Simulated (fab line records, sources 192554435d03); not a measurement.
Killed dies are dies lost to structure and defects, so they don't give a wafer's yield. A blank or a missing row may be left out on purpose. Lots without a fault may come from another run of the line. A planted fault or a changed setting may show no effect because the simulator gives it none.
fab line records | flow n5_finfet
record lots=4 wafers=11 last_day=16
route steps=1938 shown BEOL_M4@1059
lots that met no fault: from a run of the same line without faults
start_h: hours from the record's first day to the start of the lot's first wafer shown | wait_h: hours since the lot's step before | " the same as in the row above | L1.1+2: a row that stands for several wafers | - no value, or no start given | * or withheld: withheld | < > ~ a bound
route shown NAME@n: a module of which the file shows steps, and the number in the route of the first | usual: mean/standard deviation of fault-free wafers | same: alike in all rows | chamber/n: place in a boat | sites: the reading at each site | _std_site: their standard deviation | _edge_site: outer sites' mean less inner sites' | radius_mm: how far each site lies from the wafer's centre | mask NAME#n: copy n | behind: the tool/chamber that last shaped the wafer | hold: why the lot was held/for how many hours/how that ended | device: the transistor (n, p or np) that didn't switch | end of line: the same wafers' tests at the end of the route | a step without rows: its recipe alone | killed: dies lost to structure and defects at the first sort, not the wafer's yield | map: a wafer's dies, x killed, . not, _ none there
set.NAME: the setting as run; set.NAME@STEP: as run at that earlier step | model.NAME: the simulator's own value behind a step, which no gauge read
lots at some steps of the route; a table a step, a row a wafer
services: from which hour (start_h, from the record's first day; less than 0 if before it) a tool's chamber was out of use, for how many hours, and why
## steps
# step N5_BEOL_M4_DESCUM_33
# recipe chemistry=O2 time_s=7 source_power_w=50 bias_power_w=20 pressure_mtorr=20 rf_frequency_hz=2.712e+07 temp_c=40 resist=CAR-EUV o2_flow_sccm=225
# step N5_BEOL_M4_ETCH_77
# recipe chemistry=N2/H2 target=underlayer target_depth_a=65 mask_material=CAR-EUV time_s=5.2 ion_energy_ev=200 pressure_mtorr=30 source_w=840 bias_w=150 n2_flow_sccm=200 h2_flow_sccm=200 ends=cleared
# step N5_BEOL_M4_ETCH_69
# recipe chemistry=CF4 target=SiARC target_depth_a=156 mask_material=CAR-EUV time_s=26 ion_energy_ev=80 pressure_mtorr=40 source_w=545 bias_w=36 Ar_flow_sccm=100 cf4_flow_sccm=100 ends=cleared
# step N5_BEOL_M4_ALD_98
# recipe material=SiO2 target_thk_a=25 temp_c=100 ald_precursor_family=BDEAS ald_co_reactant=O2-plasma pulse_time_s=1 co_reactant_pulse_time_s=1 purge_time_s=2 co_reactant_purge_time_s=2 ald_cycles=17 pressure_torr=2
# step N5_BEOL_M4_ETCHBACK_99
# recipe chemistry=CHF3 target=SiO2 target_depth_a=50 time_s=10.4 source_w=215 bias_w=47 Ar_flow_sccm=200 CHF3_flow_sccm=12 ion_energy_ev=100 pressure_mtorr=30
# step N5_BEOL_M4_ETCH_70
# recipe chemistry=N2/H2 target=SOC target_depth_a=800 overetch_a=240 mask_material=SiARC temp_c=40 time_s=130 ion_energy_ev=200 pressure_mtorr=30 source_w=840 bias_w=150 n2_flow_sccm=200 h2_flow_sccm=200
# step N5_BEOL_M4_STRIP_71
# recipe chemistry=N2/H2 temp_c=40 n2_flow_sccm=200 h2_flow_sccm=200 rf_frequency_hz=6e+07
# step N5_BEOL_M4_STRIP_78
# recipe chemistry=N2/H2 temp_c=40 n2_flow_sccm=200 h2_flow_sccm=200 rf_frequency_hz=6e+07
# step N5_BEOL_M4_VIA_ETCH_34
# recipe chemistry=C4F6/O2 target_depth_a=694 mask_material=SOC pressure_mtorr=15 ion_energy_ev=250 taper_deg=4 time_s=65.9 source_w=350 bias_w=170 Ar_flow_sccm=300 C4F6_flow_sccm=10 O2_flow_sccm=10
# step N5_BEOL_M4_STRIP_83
# recipe chemistry=C4F6/O2 resist=SiARC rf_frequency_hz=6e+07
# step N5_BEOL_M4_STRIP_36
# recipe chemistry=N2/H2 power_w=450 temp_c=40 pressure_mtorr=20 rf_frequency_hz=6e+07 overash_fraction=0.3 bias_power_w=7 h2_frac=0.5 n2_flow_sccm=200 h2_flow_sccm=200
# step N5_BEOL_M4_TRENCH_ETCH_37
# recipe chemistry=C4F6/O2 target_depth_a=555.55 target=SiOC time_s=29.2 ion_energy_ev=250 pressure_mtorr=30 source_w=355 bias_w=185 Ar_flow_sccm=300 C4F6_flow_sccm=10 O2_flow_sccm=10
# usual drypump_motor_current_A=5.7/0.43 oes_product_au=0.80/0.092 rf_vpp_V=668/11 showerhead_plenum_p_Torr=2.82/0.095 throttle_valve_pct=20.80/0.16
# columns lot.wafer tool chamber start_h wait_h drypump_motor_current_A oes_product_au rf_hours_counter_h rf_vpp_V showerhead_plenum_p_Torr throttle_valve_pct model.etch.depth_nm model.BEOL_M4.feature_depth_nm model.TiN_of_BEOL_M4_HM_DEP_02.thk_nm
L113.2 rie_diel-03 3 166.64 - 5.6 0.89 37 671 2.79 20.77 56.18 56.2 17.4
L113.4 " 2 " " 6.2 0.74 165 664 2.73 20.87 56.36 56.4 17.4
L113.5 " 0 " " 6.1 0.82 - 664 2.77 20.93 56.56 56.6 17.4
L119.1 rie_diel-03 3 197.77 - 5.6 1.13 48 671 2.78 20.84 82.3 82.2 16.4
L119.4 " 1 " " 5.3 0.96 15 687 2.90 20.84 57.51 57.6 17.4
L120.3 rie_diel-03 0 198.24 - 6.1 0.81 110 662 2.76 20.94 56.32 56.4 17.4
L120.4 " 2 " " 6.2 0.74 178 664 2.72 20.89 56.25 56.2 17.2
L120.6 " 1 " " 5.3 1.24 - 689 2.90 20.90 84.69 84.6 16.2
L131.1 rie_diel-05 3 269.27 - 5.2 0.87 45 676 2.78 20.98 57.26 57.2 17.6
L131.3 " 1 " " 5.2 0.70 221 665 2.81 20.93 54.67 54.6 17.6
L131.4 " 2 " " 5.7 0.73 218 685 2.95 20.65 56.24 56.2 17.6
# step N5_BEOL_M4_ETCH_41
# recipe chemistry=CH3F/O2 target=SiCN target_depth_a=299 taper_deg=2 time_s=52.5 ion_energy_ev=120 mask_material=TiN pressure_mtorr=30 source_w=395 bias_w=75 Ar_flow_sccm=150 CH3F_flow_sccm=30 O2_flow_sccm=20
# step N5_BEOL_M4_STRIP_97
# recipe chemistry=N2/H2 time_s=10 power_w=450 temp_c=40 pressure_mtorr=20 rf_frequency_hz=6e+07 bias_power_w=7 n2_flow_sccm=200 h2_flow_sccm=200
# step N5_BEOL_M4_OCD_MEAS_38
# usual trench_depth_nm=55.7/1.1
# columns lot.wafer tool chamber start_h wait_h trench_depth_nm
L113.2 ocd-01 - 166.79 - 56.0
L113.4 " - " " 55.9
L113.5 " - " " 56.9
L119.1 ocd-02 - 197.92 - 82.2
L119.4 " - " " 57.6
L120.3 ocd-02 - 198.40 - 56.3
L120.4 " - " " 56.8
L120.6 " - " " 84.8
L131.1 ocd-01 - 269.42 - 57.6
L131.3 " - " " 54.6
L131.4 " - " " 56.4
# step N5_BEOL_M4_HM_STRIP_39
# recipe chemistry=peroxide_tin_strip material=TiN target_depth_a=250 temp_c=50 time_s=158
# step N5_BEOL_M4_SRD_40
# recipe time_s=30 temp_c=23 rinse_liquid=diw dry=ipa_marangoni
# step N5_BEOL_M4_PRECLEAN_42
# recipe chemistry=residue_remover time_s=60 temp_c=40
# step N5_BEOL_M4_SRD_43
# recipe time_s=30 temp_c=23 rinse_liquid=diw dry=ipa_marangoni
# step N5_BEOL_M4_DEGAS_44
# recipe ambient=vacuum temp_c=250 time_s=60
# step N5_BEOL_M4_PRE_CLEAN_45
# recipe gas=H2/He time_s=30 temp_c=250
# step N5_BEOL_M4_ALD_84
# recipe material=TaN target_thk_a=* temp_c=275 ald_precursor_family=PDMAT ald_co_reactant=NH3 pressure_torr=3 carrier_flow_sccm=1500 pulse_time_s=2 purge_time_s=3 co_reactant_purge_time_s=2 co_reactant_pulse_time_s=3 ald_cycles=30 precursor_vessel_temp_c=75 precursor_vessel_pressure_torr=26.25 precursor_vessel_carrier_sccm=1000
# step N5_BEOL_M4_SURFACE_TREAT_85
# recipe gas=Ar time_s=* ion_energy_ev=* ion_current_ma_cm2=0.5 pressure_mtorr=* ar_flow_sccm=30
# step N5_BEOL_M4_CVD_47
# recipe material=Co target_thk_a=30 temp_c=withheld precursor=CCTBA/H2 pressure_torr=30 time_s=223.8
# step N5_BEOL_M4_SPUTTER_48
# recipe material=Cu target_thk_a=45 temp_c=-20 chamber_pressure_pa=0.07 power_w=withheld time_s=8.29
# step N5_BEOL_M4_ANNEAL_49
# recipe temp_c=400 time_s=240 ambient=vacuum
# step N5_BEOL_M4_SPUTTER_79
# recipe material=Cu target_thk_a=45 temp_c=-20 chamber_pressure_pa=0.07 power_w=withheld time_s=8.29
# step N5_BEOL_M4_ANNEAL_80
# recipe temp_c=400 time_s=240 ambient=vacuum
# step N5_BEOL_M4_SPUTTER_81
# recipe material=Cu target_thk_a=45 temp_c=-20 chamber_pressure_pa=0.07 power_w=withheld time_s=8.29
# step N5_BEOL_M4_ANNEAL_82
# recipe temp_c=400 time_s=240 ambient=vacuum
# step N5_BEOL_M4_SPUTTER_86
# recipe material=Cu target_thk_a=45 temp_c=-20 chamber_pressure_pa=0.07 power_w=withheld time_s=8.29
# step N5_BEOL_M4_ANNEAL_87
# recipe temp_c=400 time_s=240 ambient=vacuum
# step N5_BEOL_M4_SPUTTER_88
# recipe material=Cu target_thk_a=45 temp_c=-20 chamber_pressure_pa=0.07 power_w=withheld time_s=8.29
# step N5_BEOL_M4_ANNEAL_89
# recipe temp_c=400 time_s=240 ambient=vacuum
# step N5_BEOL_M4_SPUTTER_90
# recipe material=Cu target_thk_a=45 temp_c=-20 chamber_pressure_pa=0.07 power_w=withheld time_s=8.29
# step N5_BEOL_M4_ANNEAL_91
# recipe temp_c=400 time_s=240 ambient=vacuum
# step N5_BEOL_M4_SPUTTER_92
# recipe material=Cu target_thk_a=45 temp_c=-20 chamber_pressure_pa=0.07 power_w=withheld time_s=8.29
# step N5_BEOL_M4_ANNEAL_93
# recipe temp_c=400 time_s=240 ambient=vacuum
# step N5_BEOL_M4_SPUTTER_94
# recipe material=Cu target_thk_a=45 temp_c=-20 chamber_pressure_pa=0.07 power_w=withheld time_s=8.29
# step N5_BEOL_M4_ANNEAL_95
# recipe temp_c=400 time_s=240 ambient=vacuum
# step N5_BEOL_M4_CMP_52
# recipe stop_on=SiOC t_overpolish_s=6.8 down_force_psi=1 platen_rpm=50 clearing_platen_down_force_psi=1.5 clearing_platen_rpm=50 post_cmp_clean=cu_alkaline target_thk_nm=40 clearing_platen_pad_velocity_m_s=0.99484 pad_velocity_m_s=0.99484
# usual motor_current_A=5.9/0.57
# columns lot.wafer tool chamber start_h wait_h motor_current_A model.Cu_of_BEOL_M4_ECD_50.thk_nm
L113.2 cmp-03 3 170.34 0.2 5.9 40
L113.4 " 0 " " 5.5 43.2
L113.5 " 0 " " 5.5 42
L119.4 cmp-01 0 201.49 0.2 5.9 41.8
L119.1 " 1 " " 6.0 68.8
L120.4 cmp-02 0 203.59 0.1 6.7 40.2
L120.3 " 3 " " 5.4 40.6
L120.6 " 0 " " 6.2 69
L131.4 cmp-02 1 273.15 0.1 6.3 41.2
L131.3 " 2 " " 5.5 40
L131.1 " 3 " " 5.6 42.4
# step N5_BEOL_M4_THK_MEAS_53
# recipe thk_meas_gauge=xrf reads=Cu_of_BEOL_M4_ECD_50
# usual M4_THK=40.1/1.5
# columns lot.wafer tool chamber start_h wait_h M4_THK[nm]
L113.2 film_metro-02 - 170.63 - 39.8
L113.4 " - " " 42.5
L113.5 " - " " 41.6
L119.1 film_metro-01 - 201.79 - 68.0
L119.4 " - " " 41.2
L120.3 film_metro-02 - 203.89 - 40.3
L120.4 " - " " 40.0
L120.6 " - " " 68.6
L131.1 film_metro-02 - 273.44 - 42.1
L131.3 " - " " 39.4
L131.4 " - " " 40.8
# step N5_BEOL_M4_RS_MEAS_58
# recipe thk_meas_gauge=four-point-probe reads=Co_of_BEOL_M4_CO_CAP_55+Cu_of_BEOL_M4_ECD_50+Co_of_BEOL_M4_CVD_47+TaN_of_BEOL_M4_ALD_84
# usual M4_RS=0.66/0.034
# columns lot.wafer tool chamber start_h wait_h M4_RS[ohm/sq]
L113.2 film_metro-02 - 170.92 0.1 0.67
L113.4 " - " " 0.61
L113.5 " - " " 0.63
L119.1 film_metro-01 - 202.05 0.0 0.34
L119.4 " - " " 0.63
L120.3 film_metro-01 - 204.17 0.1 0.66
L120.4 " - " " 0.67
L120.6 " - " " 0.34
L131.1 film_metro-01 - 273.71 0.0 0.62
L131.3 " - " " 0.67
L131.4 " - " " 0.64
# step N5_BEOL_M4_RC_MEAS_101
# usual DIBL_N=35.8/1.8 DIBL_P=35.6/2 IOFF_N=0.148/0.028 IOFF_P=0.20/0.034 ION_N=672/12 ION_P=462/8.5 SERP_M4=193/15 SERP_M4_max_site=206/18 SS_N=71.2/0.65 SS_P=73.1/0.67 VT_N=251/3.3 VT_P=-251/3.8
# columns lot.wafer tool chamber start_h wait_h DIBL_N[mV/V] DIBL_P[mV/V] IOFF_N[nA/um] IOFF_P[nA/um] ION_N[uA/um] ION_P[uA/um] SERP_M4[ohm/um] SERP_M4_max_site[ohm/um] SS_N[mV/dec] SS_P[mV/dec] VT_N[mV] VT_P[mV]
L113.2 prober-01 0 171.13 0.2 37.9 39.4 0.177 0.23 676 472 185 196 70.7 74.2 249 -248
L113.4 " 0 " " 34.7 35.9 0.128 0.19 672 465 173 184 70.4 73.0 251 -252
L113.5 " 0 " " 36.8 38.1 0.155 0.22 676 466 187 196 70.5 72.9 249 -248
L119.1 prober-01 0 202.10 0.0 39.4 37.9 0.207 0.27 693 484 92 101 71.9 74.3 244 -243
L119.4 " 0 " " 36.8 36.0 0.171 0.24 689 481 193 199 71.8 72.6 246 -244
L120.3 prober-01 0 204.53 0.3 34.5 34.1 0.130 0.21 667 461 204 213 70.9 72.8 254 -248
L120.4 " 0 " " 34.9 34.2 0.126 0.21 667 468 193 211 70.9 72.9 253 -248
L120.6 " 0 " " 34.5 32.8 0.126 0.19 676 471 111 117 70.6 73.7 253 -252
L131.1 prober-02 0 273.76 0.0 34.3 33.8 0.113 0.16 658 452 194 214 70.9 72.3 258 -257
L131.3 " 0 " " 33.6 33.0 0.107 0.14 659 453 187 201 70.2 71.4 256 -256
L131.4 " 0 " " 38.4 39.4 0.190 0.24 689 467 186 193 71.5 73.6 249 -251
# sites SERP_M4 radius_mm=0,75,75,75,75,140,140,140,140
L113.2 181 182 196 185 188 187 181 187 185
L119.1 91 91 95 101 91 92 92 94 91
L120.3 198 205 213 207 197 204 206 201 196
L131.1 194 200 214 209 199 177 193 182 182
## services
# columns tool chamber start_h hours kind
cmp-03 - 152.41 4.0 pm
cmp-01 - 153.65 4.2 pm
cmp-03 - 156.41 - consumable_replace:conditioner
cmp-03 - 156.41 - consumable_replace:pad
cmp-01 - 157.95 2.1 repair
rie_diel-05 2 169.34 16.3 repair
rie_diel-05 0 170.33 5.8 repair
cmp-01 - 189.59 0.3 repair
cmp-01 - 193.67 4.0 pm
cmp-01 - 197.67 - consumable_replace:conditioner
cmp-01 - 197.67 - consumable_replace:pad
cmp-03 - 203.49 4.3 repair
cmp-02 - 208.01 1.8 repair
cmp-01 - 218.47 1.5 repair
rie_diel-03 0 223.19 7.0 repair
cmp-03 - 234.33 1.3 repair
cmp-01 - 241.90 1.7 repair
cmp-01 - 256.66 12.8 pm
## key
first_sign step=N5_BEOL_M4_TRENCH_ETCH_37 reading=oes_product_au direction=up sigmas=4.3 usual=0.80 struck=1.19
effect step=N5_BEOL_M4_OCD_MEAS_38 reading=trench_depth_nm direction=up sigmas=25 usual=55.7 struck=83.5
effect step=N5_BEOL_M4_THK_MEAS_53 reading=M4_THK direction=up sigmas=19 usual=40.1 struck=68.3
effect step=N5_BEOL_M4_RS_MEAS_58 reading=M4_RS direction=down sigmas=9.4 usual=0.66 struck=0.34
effect step=N5_BEOL_M4_RC_MEAS_101 reading=SERP_M4 direction=down sigmas=6.1 usual=193 struck=102
effect step=N5_BEOL_M4_RC_MEAS_101 reading=SERP_M4_max_site direction=down sigmas=5.5 usual=206 struck=109
model_effect step=N5_BEOL_M4_TRENCH_ETCH_37 value=etch.depth_nm without=56.87 struck=83.49
model_effect step=N5_BEOL_M4_CMP_52 value=Cu_of_BEOL_M4_ECD_50.thk_nm without=42.2 struck=68.9
met_at N5_BEOL_M4_TRENCH_ETCH_37
struck_wafers L119.1,L120.6
onset_between 166.64 197.77
fault kind=process_parameter_drift tool=rie_diel-03 chamber=- onset_h=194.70 steps=N5_BEOL_M4_TRENCH_ETCH_37 channel=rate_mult offset=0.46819 shape=step end_h=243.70 scope=struck_wafers_only
